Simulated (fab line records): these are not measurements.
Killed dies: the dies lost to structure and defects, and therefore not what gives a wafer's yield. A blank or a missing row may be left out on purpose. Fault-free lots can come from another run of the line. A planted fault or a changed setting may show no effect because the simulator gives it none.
Comparing a struck lot with a sound one	flow nand-harc	14 steps out of a route of 1302
Sound: wafers L906.1, L906.5, L906.6. The struck wafers were L910.1, L910.3, L910.6. The cause is given at the end.
For every step that has rows: the tool of each side, followed by ch and its chambers, followed by its first start. Under that, the readings that differ: sound wafers	struck wafers	difference of the means	sigmas: that difference in standard deviations of wafers without a fault.
alike: words and numbers the same on both sides, and readings whose means are apart by under 2 such deviations; not compared: readings that were withheld, readings missing a value for some wafer, numbers with overlapping values and no deviation given by the record, and bounds like >300 which may hide the same value.
Wherever a step has rows on one side only, a row that says differs or no value, or a row with sigmas, the two part there. Numbers that don't overlap but have no deviation are shown without sigmas and don't part them. A reading missing from all wafers of one side parts the sides only when that side holds two or more wafers.

first, 3 steps without rows for these wafers: NHARC_A_STAIRCASE_ETCH_13 (etches the open film in C4F8/O2, target depth 100 nm, time 40.5 s); NHARC_A_STAIRCASE_TRIM_14 (chemistry O2, time 211.2 s); NHARC_A_STAIRCASE_ETCH_15 (etches the open film in C4F8/O2, target depth 100 nm, time 40.5 s).
NHARC_A_STAIRCASE_TRIM_16: chemistry O2, time 211.2 s.
  sound: rie-diel-10 ch 1,2; struck: rie-diel-10 ch 1,3
  alike: chamber-pressure-mTorr, drypump-motor-current-A, oes-product-au, rf-vpp-V, showerhead-plenum-p-Torr, throttle-valve-pct
  not compared: rf-hours-counter-h
NHARC_A_STAIRCASE_ETCH_17: etches the open film in C4F8/O2, target depth 100 nm, time 40.5 s.
  sound: rie-diel-10 ch 2,3; struck: rie-diel-10 ch 1,3
  alike: oes-product-au, rf-vpp-V
  not compared: rf-hours-counter-h
then, 1 step without rows for these wafers: NHARC_A_STAIRCASE_TRIM_18 (chemistry O2, time 211.2 s).
NHARC_A_STAIRCASE_ETCH_19: etches the open film in C4F8/O2, target depth 100 nm, time 40.5 s.
  sound: rie-diel-10 ch 2,3; struck: rie-diel-10 ch 1,3
  alike: oes-product-au, rf-vpp-V
  not compared: rf-hours-counter-h
NHARC_A_STAIRCASE_TRIM_20: chemistry O2, time 211.2 s.
  sound on rie-diel-04 ch 0,2,3, day 18 03:58; struck on rie-diel-04 ch 0,3, day 20 02:18
reading	sound	struck	difference	sigmas
oes-product-au (a.u.)	0.996 0.988 1.002	1.005 1.009 1.018	+0.015	+2
  alike: chamber-pressure-mTorr, drypump-motor-current-A, rf-vpp-V, showerhead-plenum-p-Torr, throttle-valve-pct
  not compared: rf-hours-counter-h
then, 3 steps without rows for these wafers: NHARC_A_STAIRCASE_ETCH_21 (etches the open film in C4F8/O2, target depth 100 nm, time 40.5 s); NHARC_A_STAIRCASE_TRIM_22 (chemistry O2, time 211.2 s); NHARC_A_STAIRCASE_ETCH_23 (etches the open film in C4F8/O2, target depth 100 nm, time 40.5 s).
NHARC_A_STAIRCASE_TRIM_24: chemistry O2, time 211.2 s.
  sound on rie-diel-04 ch 1,2, day 18 04:26; struck on rie-diel-04 ch 0,1, day 20 10:57
  no value came back on the struck wafers for any of 7 readings (bias-w (W), chamber-pressure-mTorr (mTorr) and others); on the sound wafers bias-w (W) reads 0 0 0
  not compared: rf-hours-counter-h
NHARC_A_STAIRCASE_ETCH_25: etches the open film in C4F8/O2, target depth 100 nm, time 40.5 s.
  sound: rie-diel-04 ch 0,3; struck: rie-diel-04 ch 1,3
  alike: oes-product-au, rf-vpp-V
  not compared: rf-hours-counter-h
-- break in the record here, with 12 days between the starts of the struck wafers on either side (left off in module A_STAIRCASE, picked up again in module END, where the first step shown is number 1302 on the route) --
NHARC_END_SORT_01:
  sound on prober-02 ch 0, day 31 09:06; struck on prober-01 ch 0, day 32 00:34
reading	sound	struck	difference	sigmas
hold	- - -	await-dispo/1.9h/scrap await-dispo/1.9h/scrap await-dispo/1.9h/scrap	no value on the sound wafers	
killed-at-array	76 72 63	669 672 670	+600	+33
killed-dies	81 75 66	677 677 677	+603	+34
  alike: killed-at-other, killed-at-periphery, killed-open, killed-short

== WHERE THEY PART ==
Last at NHARC_END_SORT_01 as far as this record goes, first at NHARC_A_STAIRCASE_TRIM_20.

WHY: what the simulator had put in
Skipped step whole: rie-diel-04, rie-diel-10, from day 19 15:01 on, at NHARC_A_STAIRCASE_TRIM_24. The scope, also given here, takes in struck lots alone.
